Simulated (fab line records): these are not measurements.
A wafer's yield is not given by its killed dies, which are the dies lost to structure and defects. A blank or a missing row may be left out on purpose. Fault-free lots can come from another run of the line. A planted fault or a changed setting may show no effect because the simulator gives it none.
Matching of chambers / flow n5Finfet / N5_BEOL_M15_ETCH_59 on rieDiel-04: 4 sister chambers
The step etches BARC in N2/H2, target depth 89 nm, overetch 26.7 nm, time 67.9 s. 14 wafers are shown with their chamber, then 7 later ones without.

WAFERS PAIRED WITH THEIR CHAMBERS
wafer=L075.2; chamber=3; throttleValvePct (%)=17.74; showerheadPlenumPTorr (Torr)=2.48; oesProductAu (a.u.)=0.74
wafer=L075.5; chamber=3; throttleValvePct (%)=17.74; showerheadPlenumPTorr (Torr)=2.48; oesProductAu (a.u.)=0.74
wafer=L075.6; chamber=2; throttleValvePct (%)=17.77; showerheadPlenumPTorr (Torr)=2.50; oesProductAu (a.u.)=0.60
wafer=L076.2; chamber=0; throttleValvePct (%)=18.19; showerheadPlenumPTorr (Torr)=2.53; oesProductAu (a.u.)=0.60
wafer=L076.3; chamber=2; throttleValvePct (%)=17.77; showerheadPlenumPTorr (Torr)=2.49; oesProductAu (a.u.)=0.60
wafer=L076.4; chamber=1; throttleValvePct (%)=17.99; showerheadPlenumPTorr (Torr)=2.45; oesProductAu (a.u.)=0.66
wafer=L077.2; chamber=2; throttleValvePct (%)=17.77; showerheadPlenumPTorr (Torr)=2.49; oesProductAu (a.u.)=0.60
wafer=L077.4; chamber=1; throttleValvePct (%)=17.99; showerheadPlenumPTorr (Torr)=2.45; oesProductAu (a.u.)=0.67
wafer=L077.5; chamber=0; throttleValvePct (%)=18.20; showerheadPlenumPTorr (Torr)=2.53; oesProductAu (a.u.)=0.60
wafer=L079.2; chamber=2; throttleValvePct (%)=17.79; showerheadPlenumPTorr (Torr)=2.49; oesProductAu (a.u.)=0.59
wafer=L079.3; chamber=1; throttleValvePct (%)=17.99; showerheadPlenumPTorr (Torr)=2.45; oesProductAu (a.u.)=0.66
wafer=L079.4; chamber=0; throttleValvePct (%)=18.19; showerheadPlenumPTorr (Torr)=2.53; oesProductAu (a.u.)=0.60
wafer=L080.1; chamber=1; throttleValvePct (%)=18.00; showerheadPlenumPTorr (Torr)=2.45; oesProductAu (a.u.)=0.66
wafer=L080.3; chamber=2; throttleValvePct (%)=17.77; showerheadPlenumPTorr (Torr)=2.49; oesProductAu (a.u.)=0.60

SIGNATURES (averages over the wafers above)
reading=throttleValvePct; chamber 0=18.1933; chamber 1=17.9925; chamber 2=17.7740; chamber 3=17.7400; scatter within a chamber=0.00679
reading=showerheadPlenumPTorr; chamber 0=2.5300; chamber 1=2.4500; chamber 2=2.4920; chamber 3=2.4800; scatter within a chamber=0.00283
reading=oesProductAu; chamber 0=0.6000; chamber 1=0.6625; chamber 2=0.5980; chamber 3=0.7400; scatter within a chamber=0.00394
Rule: distance of a wafer from a chamber = root of the sum over the readings of ((wafer's reading minus chamber's mean) / reading's scatter) squared. The wafer belongs to the nearest chamber; if the next one is less than 2 further off, it can't be placed. How the scatter is found: for the shown wafers, subtract from each reading the mean of its chamber, square and add these, divide the total by (wafers less chambers), then take the root.

WAFERS MISSING THEIR CHAMBER
wafer=L080.4; throttleValvePct (%)=18.00; showerheadPlenumPTorr (Torr)=2.45; oesProductAu (a.u.)=0.66
wafer=L081.3; throttleValvePct (%)=17.76; showerheadPlenumPTorr (Torr)=2.48; oesProductAu (a.u.)=0.74
wafer=L081.5; throttleValvePct (%)=17.75; showerheadPlenumPTorr (Torr)=2.48; oesProductAu (a.u.)=0.73
wafer=L081.6; throttleValvePct (%)=18.21; showerheadPlenumPTorr (Torr)=2.53; oesProductAu (a.u.)=0.60
wafer=L084.2; throttleValvePct (%)=18.01; showerheadPlenumPTorr (Torr)=2.44; oesProductAu (a.u.)=0.65
wafer=L084.5; throttleValvePct (%)=18.21; showerheadPlenumPTorr (Torr)=2.52; oesProductAu (a.u.)=0.59
wafer=L084.6; throttleValvePct (%)=18.01; showerheadPlenumPTorr (Torr)=2.44; oesProductAu (a.u.)=0.65

WHICH CHAMBER EACH WENT THROUGH
wafer=L080.4; from the rows above=1; in truth=1
wafer=L081.3; from the rows above=3; in truth=3
wafer=L081.5; from the rows above=3; in truth=3
wafer=L081.6; from the rows above=0; in truth=0
wafer=L084.2; from the rows above=1; in truth=1
wafer=L084.5; from the rows above=0; in truth=0
wafer=L084.6; from the rows above=1; in truth=1
Placed correctly: 7 of 7. Number that these rows cannot place: 0. 0 placed wrongly.
